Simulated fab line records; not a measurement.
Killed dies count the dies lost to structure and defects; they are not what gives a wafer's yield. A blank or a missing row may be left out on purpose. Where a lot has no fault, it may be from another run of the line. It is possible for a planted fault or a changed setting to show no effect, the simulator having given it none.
Which tool did it?    flow nand_harc    13 lots with 38 wafers sampled at 5 steps, on a route of 1302 steps

== WHAT THE GAUGES READ, wafer by wafer ==
NHARC_P_ZERO_WELL_CD_MEAS_37 targets a cd of 720 nm. Usual: cd_nm 719.7 nm, standard deviation 1.5.
lot   measured      on         cd_nm (nm)         flag
L123  day 2 00:23   cd_sem-01  719.5 720.7 720.4  
L124  day 2 12:51   cd_sem-02  717.8 718.0 717.9  
L131  day 5 08:25   cd_sem-03  720.0 719.0 718.9  
L135  day 7 02:22   cd_sem-02  720.0 719.4        
L136  day 7 10:16   cd_sem-02  719.6 719.1 717.7  
L137  day 7 20:00   cd_sem-03  718.8 717.6 719.5  
L138  day 8 06:05   cd_sem-03  719.2 722.9 721.5  
L141  day 9 12:17   cd_sem-03  720.8 721.8 719.1  
L142  day 10 00:02  cd_sem-03  718.5 719.2 719.3  
L143  day 10 08:14  cd_sem-03  717.6 719.1 719.3  
L144  day 10 18:08  cd_sem-03  720.0 719.3 721.2  
L145  day 11 04:08  cd_sem-02  719.0 720.4 719.8  
L146  day 11 14:14  cd_sem-02  718.7 720.3 719.5  

NHARC_P_GATE_INSPECT_28. Usual: raw_defect_count 7, standard deviation 3.1.
lot   measured      on                 raw_defect_count  flag
L123  day 5 03:16   defect_inspect-02  6 6 5             
L124  day 5 15:17   defect_inspect-02  10 7 10           
L131  day 8 13:13   defect_inspect-02  6 15 10           
L135  day 10 05:56  defect_inspect-01  4 10              
L136  day 10 06:04  defect_inspect-02  4 6 7             
L137  day 10 22:58  defect_inspect-01  10 4 5            
L138  day 11 05:07  defect_inspect-01  7 10 9            
L141  day 12 16:26  defect_inspect-01  6 7 6             
L142  day 12 20:01  defect_inspect-01  11 9 5            
L143  day 13 03:19  defect_inspect-01  4 6 6             
L144  day 14 05:49  defect_inspect-01  4 7 9             
L145  day 14 10:33  defect_inspect-01  11 5 4            
L146  day 14 17:44  defect_inspect-01  11 6 9            

NHARC_END_SORT_01. Usual: killed_at_array 49, standard deviation 18; killed_at_other 0.8, standard deviation 1; killed_at_periphery 4.2, standard deviation 2.8; killed_dies 54, standard deviation 18; killed_open 3.0, standard deviation 1.7; killed_short 2.5, standard deviation 1.6.
lot   measured      on         killed_at_array  killed_at_other  killed_at_periphery  killed_dies  killed_open  killed_short  flag
L124  day 26 15:22  prober-01  33 71 66         1 0 2            2 5 2                36 76 70     1 2 2        1 4 2         
L136  day 31 00:14  prober-02  25               3                6                    34           4            2             

== EACH LOT AND THE TOOL THAT RAN IT (in order: tool; ch and the chambers of the sampled wafers; start) ==
lot   NHARC_P_ZERO_WELL_SOFTBAKE_06      NHARC_P_STI_ETCH_42
L123  litho_track-07 ch 0, day 1 20:00   rie_diel-12 ch 0,2,3, day 2 20:07
L124  litho_track-05 ch 0, day 2 06:00   rie_diel-09 ch 1,2,3, day 3 08:44
L131  litho_track-07 ch 0, day 5 04:00   rie_diel-07 ch 0,2, day 6 08:11
L135  litho_track-07 ch 0, day 6 20:00   rie_diel-09 ch 0, day 8 02:43
L136  litho_track-05 ch 0, day 7 06:00   rie_diel-07 ch 0,1,2, day 8 05:16
L137  litho_track-02 ch 0, day 7 16:00   rie_diel-07 ch 0,1, day 8 18:30
L138  litho_track-05 ch 0, day 8 02:00   rie_diel-07 ch 0,1,3, day 9 02:59
L141  litho_track-07 ch 0, day 9 08:00   rie_diel-09 ch 1,2,3, day 10 10:08
L142  litho_track-07 ch 0, day 9 18:00   rie_diel-12 ch 0,2, day 10 18:21
L143  litho_track-07 ch 0, day 10 04:00  rie_diel-09 ch 0,1,2, day 11 02:38
L144  litho_track-05 ch 0, day 10 14:00  rie_diel-09 ch 0,1,2, day 11 14:55
L145  litho_track-05 ch 0, day 11 00:00  rie_diel-12 ch 0,1,2, day 11 22:20
L146  litho_track-07 ch 0, day 11 10:00  rie_diel-09 ch 0,2, day 12 08:26
- NHARC_P_ZERO_WELL_SOFTBAKE_06: time 70 s.
- NHARC_P_STI_ETCH_42: etches the open film in N2/H2, target depth 80 nm, overetch 24 nm, time 61 s.

== WHAT THE TOOLS THEMSELVES READ (means of the sampled wafers that have a number; where no wafer has one, the mark that the record gives instead) ==
NHARC_P_ZERO_WELL_SOFTBAKE_06. Usual: heater_power_total_W 200.9 W, standard deviation 1.3.
lot   tool            heater_power_total_W (W)  flag
L123  litho_track-07  201.8                     
L124  litho_track-05  201.2                     
L131  litho_track-07  203.7                     
L135  litho_track-07  200.7                     
L136  litho_track-05  200.6                     
L137  litho_track-02  200.5                     
L138  litho_track-05  200.4                     
L141  litho_track-07  199.9                     
L142  litho_track-07  201.2                     
L143  litho_track-07  200.3                     
L144  litho_track-05  199.8                     
L145  litho_track-05  201.0                     
L146  litho_track-07  200.2                     

NHARC_P_STI_ETCH_42. Usual: chamber_pressure_mTorr 30.002 mTorr, standard deviation 0.028; drypump_motor_current_A 5.9 A, standard deviation 0.44; oes_product_au 0.998 a.u., standard deviation 0.0091; rf_vpp_V 429.6 V, standard deviation 2.2; showerhead_plenum_p_Torr 2.01 Torr, standard deviation 0.075; throttle_valve_pct 14.171 %, standard deviation 0.0088.
lot   tool         chamber_pressure_mTorr (mTorr)  drypump_motor_current_A (A)  oes_product_au (a.u.)  rf_vpp_V (V)  showerhead_plenum_p_Torr (Torr)  throttle_valve_pct (%)  flag
L123  rie_diel-12  30.001                          5.6                          1.004                  431.7         2.09                             14.176                  
L124  rie_diel-09  29.993                          6.0                          0.998                  427.1         1.96                             14.168                  
L131  rie_diel-07  30.013                          6.0                          0.991                  431.9         2.08                             14.180                  
L135  rie_diel-09  30.002                          6.8                          1.000                  428.9         1.96                             14.177                  
L136  rie_diel-07  29.991                          5.8                          0.995                  429.9         2.03                             14.170                  
L137  rie_diel-07  29.997                          5.7                          0.992                  429.6         2.01                             14.171                  
L138  rie_diel-07  30.018                          5.7                          0.987                  429.4         2.00                             14.172                  
L141  rie_diel-09  30.016                          6.0                          1.008                  428.4         1.96                             14.171                  
L142  rie_diel-12  29.989                          5.6                          1.003                  430.5         2.03                             14.166                  
L143  rie_diel-09  29.999                          6.3                          0.998                  427.6         1.94                             14.170                  
L144  rie_diel-09  30.007                          6.3                          0.994                  427.3         1.94                             14.160                  
L145  rie_diel-12  29.997                          5.6                          0.992                  429.2         2.00                             14.170                  
L146  rie_diel-09  29.993                          6.7                          1.000                  428.1         1.96                             14.176                  

== THE ANSWER, worked out from the rows above alone ==
Rule: lot off if the mean of its wafers having a number is beyond 3 standard deviations from the usual mean. Also off: a lot with no number at a reading for which 4 or more lots have one. The other lots that the step has rows for count as sound. First the gauges in route order, then the tools' own readings, where a lot's mean is used as printed above. At the first step where some lot is off, the reading lying furthest off is the one used; lots without a number count as furthest.
Across all readings shown, no lot is off: no conclusion can be drawn from this.

== WHAT THE SIMULATOR PUT IN ==
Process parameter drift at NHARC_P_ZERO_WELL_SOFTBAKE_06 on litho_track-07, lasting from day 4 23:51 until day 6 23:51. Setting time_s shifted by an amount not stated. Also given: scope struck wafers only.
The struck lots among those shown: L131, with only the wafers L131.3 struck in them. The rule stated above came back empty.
